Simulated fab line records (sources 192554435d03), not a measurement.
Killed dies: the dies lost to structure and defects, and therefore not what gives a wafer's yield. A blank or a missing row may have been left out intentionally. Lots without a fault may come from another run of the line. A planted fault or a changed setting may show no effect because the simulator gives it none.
The tool behind it: which one? | flow n5 finfet | Sampling: 12 lots, 36 wafers, 2 of 1938 route steps

## WHAT THE GAUGES READ, wafer by wafer
N5_PASSIVATION_OVL_MEAS_63.
lot  | measured     | on         | PAD_OVL (nm)
L694 | day 12 02:11 | overlay-01 | 4 8 0
L695 | day 12 04:08 | overlay-01 | -1 8 4
L696 | day 12 08:43 | overlay-02 | 0 3 -5
L699 | day 12 23:28 | overlay-02 | 10 11 17
L700 | day 13 01:10 | overlay-02 | 4 6 5
L701 | day 13 08:55 | overlay-02 | 7 11 7
L702 | day 13 21:20 | overlay-01 | 10 20 6
L703 | day 13 21:50 | overlay-02 | -3 2 -3
L712 | day 17 09:10 | overlay-02 | 7 6 7
L714 | day 17 18:32 | overlay-02 | 7 7 1
L715 | day 17 23:37 | overlay-02 | 8 8 13
L716 | day 18 21:20 | overlay-02 | 11 2 7

## WHICH TOOL RAN EACH LOT (tool, then ch and the chambers of the sampled wafers, then the start)
lot  | N5_BEOL_M10_ECD_50
L694 | ecd cu-02 ch 0,1, day 10 07:19
L695 | ecd cu-02 ch 0,1, day 10 07:28
L696 | ecd cu-01 ch 0,1, day 10 11:10
L699 | ecd cu-01 ch 0, day 11 03:02
L700 | ecd cu-01 ch 0,1, day 11 09:48
L701 | ecd cu-01 ch 0,1, day 11 18:48
L702 | ecd cu-01 ch 1, day 12 01:41
L703 | ecd cu-01 ch 0,1, day 12 04:50
L712 | ecd cu-01 ch 0,1, day 15 11:30
L714 | ecd cu-02 ch 0,1, day 15 14:54
L715 | ecd cu-01 ch 0,1, day 15 18:26
L716 | ecd cu-02 ch 0,1, day 16 17:35
- N5_BEOL_M10_ECD_50: material Cu, target thk 318 nm.

## WHAT THE TOOLS THEMSELVES READ (means of the sampled wafers that have a number; where no wafer has one, the mark that the record gives instead)
The record holds no such reading with a usual standard deviation.

## THE ANSWER, worked out from the rows above alone
Rule: usual is defined by the lots themselves. The widest of any qualifying gaps counts: lots, ordered by their means at a reading, are off when they make up no more than a third of the lots, leave a main group of 4 or more, and stand apart from it by 3 or more times the standard deviation of that group's means. Not used: any main group whose means are identical at the precision the tables above print for the reading. Also off: a lot with no number at a reading for which 4 or more lots have one. The other lots that the step has rows for count as sound. The gauges are gone through in route order, then the tools' own readings, and for those a lot's mean is taken as printed above. At the first step where some lot is off, the reading lying furthest off is the one used; lots without a number count as furthest.
Nothing can be told from this: no lot is off at any reading shown.

## WHAT THE SIMULATOR HAD INSERTED
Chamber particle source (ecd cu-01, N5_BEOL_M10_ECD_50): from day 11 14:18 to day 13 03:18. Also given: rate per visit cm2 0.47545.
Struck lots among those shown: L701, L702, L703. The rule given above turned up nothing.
